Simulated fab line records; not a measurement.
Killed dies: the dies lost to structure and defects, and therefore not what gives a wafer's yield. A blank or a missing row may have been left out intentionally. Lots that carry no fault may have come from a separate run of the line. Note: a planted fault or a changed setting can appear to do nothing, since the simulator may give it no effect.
Chamber matching :: flow nandHarc :: rieDiel-07 running NHARC_P_CONTACT_STRIP_28: 4 sister chambers
The step strips in O2. 4 wafers are shown with their chamber, then 11 later ones without.

WAFERS, EACH WITH ITS CHAMBER
wafer: L081.3
chamber: 2
showerheadPlenumPTorr (Torr): 3.66

wafer: L082.1
chamber: 1
showerheadPlenumPTorr (Torr): 3.74

wafer: L084.5
chamber: 0
showerheadPlenumPTorr (Torr): 3.53

wafer: L086.2
chamber: 3
showerheadPlenumPTorr (Torr): 3.57

WAFERS WITH NO CHAMBER GIVEN
wafer: L086.4
showerheadPlenumPTorr (Torr): 3.57

wafer: L086.6
showerheadPlenumPTorr (Torr): 3.53

wafer: L090.2
showerheadPlenumPTorr (Torr): 3.66

wafer: L090.3
showerheadPlenumPTorr (Torr): 3.73

wafer: L090.4
showerheadPlenumPTorr (Torr): 3.57

wafer: L091.2
showerheadPlenumPTorr (Torr): 3.73

wafer: L091.5
showerheadPlenumPTorr (Torr): 3.57

wafer: L091.6
showerheadPlenumPTorr (Torr): 3.66

wafer: L097.3
showerheadPlenumPTorr (Torr): 3.73

wafer: L097.4
showerheadPlenumPTorr (Torr): 3.66

wafer: L097.5
showerheadPlenumPTorr (Torr): 3.73

WHICH CHAMBER EACH ONE RAN IN
wafer: L086.4
from the rows above: 3
in truth: 3

wafer: L086.6
from the rows above: 0
in truth: 0

wafer: L090.2
from the rows above: 2
in truth: 2

wafer: L090.3
from the rows above: 1
in truth: 1

wafer: L090.4
from the rows above: 3
in truth: 3

wafer: L091.2
from the rows above: 1
in truth: 1

wafer: L091.5
from the rows above: 3
in truth: 3

wafer: L091.6
from the rows above: 2
in truth: 2

wafer: L097.3
from the rows above: 1
in truth: 1

wafer: L097.4
from the rows above: 2
in truth: 2

wafer: L097.5
from the rows above: 1
in truth: 1
Placed correctly: 11 of 11. Not placeable from these rows: 0. Placed wrongly: 0.
How it was worked out, from the rows above alone: a wafer's distance from a chamber is the root of the sum, over the readings, of the square of ((its reading less the chamber's mean) divided by the reading's scatter). If the next closest chamber is less than 2 further off than the closest, the wafer can't be placed; otherwise it belongs to the closest. For every chamber, the mean is computed from those of its wafers that are shown. The scatter: with one shown wafer a chamber, the root of the mean of the squares of how far each hidden wafer lies from its nearest shown one.
